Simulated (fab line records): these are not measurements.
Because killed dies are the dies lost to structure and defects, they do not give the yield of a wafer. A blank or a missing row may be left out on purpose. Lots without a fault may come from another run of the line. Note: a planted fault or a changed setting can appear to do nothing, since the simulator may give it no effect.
Matching of chambers || flow nand_harc || NHARC_P_BONDPAD_DEP_00 on pecvd-02: 3 sister chambers
The step deposits SiCN, target thk 250 nm. 18 wafers are shown with their chamber, then 9 later ones without.

## WAFERS PAIRED WITH THEIR CHAMBERS
{"wafer": "L074.2", "chamber": 2, "heater_power_w (W)": 644}
{"wafer": "L074.4", "chamber": 0, "heater_power_w (W)": 578}
{"wafer": "L074.5", "chamber": 2, "heater_power_w (W)": 629}
{"wafer": "L075.3", "chamber": 2, "heater_power_w (W)": 631}
{"wafer": "L075.4", "chamber": 1, "heater_power_w (W)": 604}
{"wafer": "L075.6", "chamber": 2, "heater_power_w (W)": 624}
{"wafer": "L078.3", "chamber": 0, "heater_power_w (W)": 481}
{"wafer": "L078.4", "chamber": 2, "heater_power_w (W)": 576}
{"wafer": "L078.5", "chamber": 0, "heater_power_w (W)": 522}
{"wafer": "L077.1", "chamber": 1, "heater_power_w (W)": 588}
{"wafer": "L077.2", "chamber": 0, "heater_power_w (W)": 564}
{"wafer": "L077.4", "chamber": 2, "heater_power_w (W)": 680}
{"wafer": "L081.2", "chamber": 2, "heater_power_w (W)": 612}
{"wafer": "L081.3", "chamber": 0, "heater_power_w (W)": 478}
{"wafer": "L081.6", "chamber": 1, "heater_power_w (W)": 604}
{"wafer": "L082.3", "chamber": 0, "heater_power_w (W)": 485}
{"wafer": "L082.4", "chamber": 0, "heater_power_w (W)": 513}
{"wafer": "L082.6", "chamber": 1, "heater_power_w (W)": 610}

SIGNATURES, as means of the wafers listed above
{"reading": "heater_power_w", "chamber 0": 517.29, "chamber 1": 601.50, "chamber 2": 628.00, "scatter within a chamber": 32.7}
Rule: for a wafer and a chamber, the distance is found by dividing, reading by reading, the gap between the wafer's reading and the chamber's mean by the reading's scatter, squaring, summing and taking the root. The wafer belongs to the nearest chamber; if the next one is less than 2 further off, it can't be placed. How the scatter is found: for the shown wafers, subtract from each reading the mean of its chamber, square and add these, divide the total by (wafers less chambers), then take the root.

## WAFERS MISSING THEIR CHAMBER
{"wafer": "L085.3", "heater_power_w (W)": 705}
{"wafer": "L085.4", "heater_power_w (W)": 514}
{"wafer": "L085.5", "heater_power_w (W)": 709}
{"wafer": "L095.1", "heater_power_w (W)": 578}
{"wafer": "L095.4", "heater_power_w (W)": 587}
{"wafer": "L095.5", "heater_power_w (W)": 557}
{"wafer": "L096.2", "heater_power_w (W)": 514}
{"wafer": "L096.4", "heater_power_w (W)": 518}
{"wafer": "L096.6", "heater_power_w (W)": 543}

## WHICH CHAMBER EACH WENT THROUGH
{"wafer": "L085.3", "from the rows above": "can't be placed: 2 or 1", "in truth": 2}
{"wafer": "L085.4", "from the rows above": 0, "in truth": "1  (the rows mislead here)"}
{"wafer": "L085.5", "from the rows above": "can't be placed: 2 or 1", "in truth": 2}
{"wafer": "L095.1", "from the rows above": "can't be placed: 1 or 2 or 0", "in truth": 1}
{"wafer": "L095.4", "from the rows above": "can't be placed: 1 or 2 or 0", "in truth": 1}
{"wafer": "L095.5", "from the rows above": "can't be placed: 0 or 1 or 2", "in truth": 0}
{"wafer": "L096.2", "from the rows above": 0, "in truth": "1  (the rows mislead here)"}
{"wafer": "L096.4", "from the rows above": 0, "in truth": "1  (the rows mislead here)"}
{"wafer": "L096.6", "from the rows above": "can't be placed: 0 or 1 or 2", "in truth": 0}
0 of 9 placed correctly. From these rows, 6 cannot be placed; in 6 the true chamber is one of the candidates. Placed wrongly: 3.
